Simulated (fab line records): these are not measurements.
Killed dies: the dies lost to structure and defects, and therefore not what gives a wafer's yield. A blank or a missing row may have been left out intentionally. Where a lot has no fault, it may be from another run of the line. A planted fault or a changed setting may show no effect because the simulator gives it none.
Matching of chambers	flow n5 finfet	rie diel-03 running N5_BEOL_M6_STRIP_67: 4 sister chambers
The step strips in CF4. 14 wafers are shown with their chamber, then 7 later ones without.

== WAFERS PAIRED WITH THEIR CHAMBERS ==
wafer	chamber	showerhead plenum p Torr (Torr)	throttle valve pct (%)	drypump motor current A (A)
L076.1	0	1.73	13.61	5.4
L076.3	3	1.89	13.50	5.5
L076.6	0	1.73	13.64	5.4
L080.2	2	1.71	13.64	5.6
L080.5	0	1.73	13.62	5.3
L080.6	1	1.89	13.13	5.3
L079.1	3	1.89	13.53	5.5
L079.4	2	1.71	13.63	5.6
L079.6	2	1.71	13.61	5.6
L087.1	1	1.88	13.22	5.3
L087.5	2	1.70	13.67	5.5
L087.6	0	1.72	13.69	5.3
L089.1	2	1.70	13.70	5.6
L089.3	1	1.88	13.22	5.3

SIGNATURES (averages over the wafers above)
reading	chamber 0	chamber 1	chamber 2	chamber 3	scatter within a chamber
showerhead plenum p Torr	1.7275	1.8833	1.7060	1.8900	0.00512
throttle valve pct	13.6400	13.1900	13.6500	13.5150	0.0383
drypump motor current A	5.350	5.300	5.580	5.500	0.0424
Rule: a wafer lies at a distance from a chamber equal to the root of the sum of squares, over the readings, of (its reading less the chamber's mean, divided by the reading's scatter). If the next closest chamber is less than 2 further off than the closest, the wafer can't be placed; otherwise it belongs to the closest. How the scatter is found: for the shown wafers, subtract from each reading the mean of its chamber, square and add these, divide the total by (wafers less chambers), then take the root.

== WAFERS MISSING THEIR CHAMBER ==
wafer	showerhead plenum p Torr (Torr)	throttle valve pct (%)	drypump motor current A (A)
L089.4	1.88	13.57	5.5
L090.4	1.88	13.58	5.5
L090.5	1.88	13.20	5.3
L090.6	1.72	13.69	5.4
L092.4	1.88	13.20	5.3
L092.5	1.70	13.72	5.6
L092.6	1.88	13.20	5.4

== THE CHAMBER EACH PASSED THROUGH ==
wafer	from the rows above	in truth
L089.4	3	3
L090.4	3	3
L090.5	1	1
L090.6	0	0
L092.4	1	1
L092.5	2	2
L092.6	1	1
Placed correctly: 7 of 7. Can't be placed from these rows: 0. Wrongly placed: 0.
